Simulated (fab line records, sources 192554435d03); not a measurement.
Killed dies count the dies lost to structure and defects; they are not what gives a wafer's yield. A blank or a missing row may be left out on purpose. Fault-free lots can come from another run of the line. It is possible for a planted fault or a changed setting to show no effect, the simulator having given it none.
Matching of chambers / flow n5Finfet / N5_BEOL_M1_PRE_CLEAN_60 on cvdCo-02: 3 sister chambers
The step time 15 s. 20 wafers are shown with their chamber, then 9 later ones without.

## WAFERS WITH THEIR CHAMBER
wafer=L796.2; chamber=1; heaterPowerW (W)=99
wafer=L796.4; chamber=0; heaterPowerW (W)=89
wafer=L796.5; chamber=2; heaterPowerW (W)=97
wafer=L800.1; chamber=0; heaterPowerW (W)=88
wafer=L800.2; chamber=1; heaterPowerW (W)=97
wafer=L800.6; chamber=0; heaterPowerW (W)=90
wafer=L798.1; chamber=1; heaterPowerW (W)=99
wafer=L798.2; chamber=0; heaterPowerW (W)=88
wafer=L798.6; chamber=0; heaterPowerW (W)=91
wafer=L801.3; chamber=1; heaterPowerW (W)=98
wafer=L801.4; chamber=1; heaterPowerW (W)=101
wafer=L801.6; chamber=2; heaterPowerW (W)=94
wafer=L805.1; chamber=0; heaterPowerW (W)=90
wafer=L805.2; chamber=1; heaterPowerW (W)=98
wafer=L809.1; chamber=2; heaterPowerW (W)=97
wafer=L809.3; chamber=1; heaterPowerW (W)=98
wafer=L809.5; chamber=2; heaterPowerW (W)=97
wafer=L811.3; chamber=2; heaterPowerW (W)=98
wafer=L811.4; chamber=0; heaterPowerW (W)=91
wafer=L811.6; chamber=2; heaterPowerW (W)=100

SIGNATURES, as means of the wafers listed above
reading=heaterPowerW; chamber 0=89.57; chamber 1=98.57; chamber 2=97.17; scatter within a chamber=1.5
Rule: a wafer's distance from a chamber is the root of the sum, over the readings, of the square of ((its reading less the chamber's mean) divided by the reading's scatter). If the next closest chamber is less than 2 further off than the closest, the wafer can't be placed; otherwise it belongs to the closest. How the scatter is found: for the shown wafers, subtract from each reading the mean of its chamber, square and add these, divide the total by (wafers less chambers), then take the root.

## WAFERS WITHOUT THEIR CHAMBER
wafer=L814.1; heaterPowerW (W)=89
wafer=L814.4; heaterPowerW (W)=99
wafer=L814.5; heaterPowerW (W)=99
wafer=L816.2; heaterPowerW (W)=99
wafer=L816.5; heaterPowerW (W)=99
wafer=L816.6; heaterPowerW (W)=99
wafer=L817.1; heaterPowerW (W)=100
wafer=L817.3; heaterPowerW (W)=91
wafer=L817.4; heaterPowerW (W)=98

## WHICH CHAMBER EACH WENT THROUGH
wafer=L814.1; from the rows above=0; in truth=0
wafer=L814.4; from the rows above=can't be placed: 1 or 2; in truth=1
wafer=L814.5; from the rows above=can't be placed: 1 or 2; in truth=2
wafer=L816.2; from the rows above=can't be placed: 1 or 2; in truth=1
wafer=L816.5; from the rows above=can't be placed: 1 or 2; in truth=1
wafer=L816.6; from the rows above=can't be placed: 1 or 2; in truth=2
wafer=L817.1; from the rows above=can't be placed: 1 or 2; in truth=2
wafer=L817.3; from the rows above=0; in truth=0
wafer=L817.4; from the rows above=can't be placed: 1 or 2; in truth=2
2 of 9 placed correctly. Cannot be placed on the basis of these rows: 7; the candidates contain the true chamber in 7. Wrongly placed: 0.
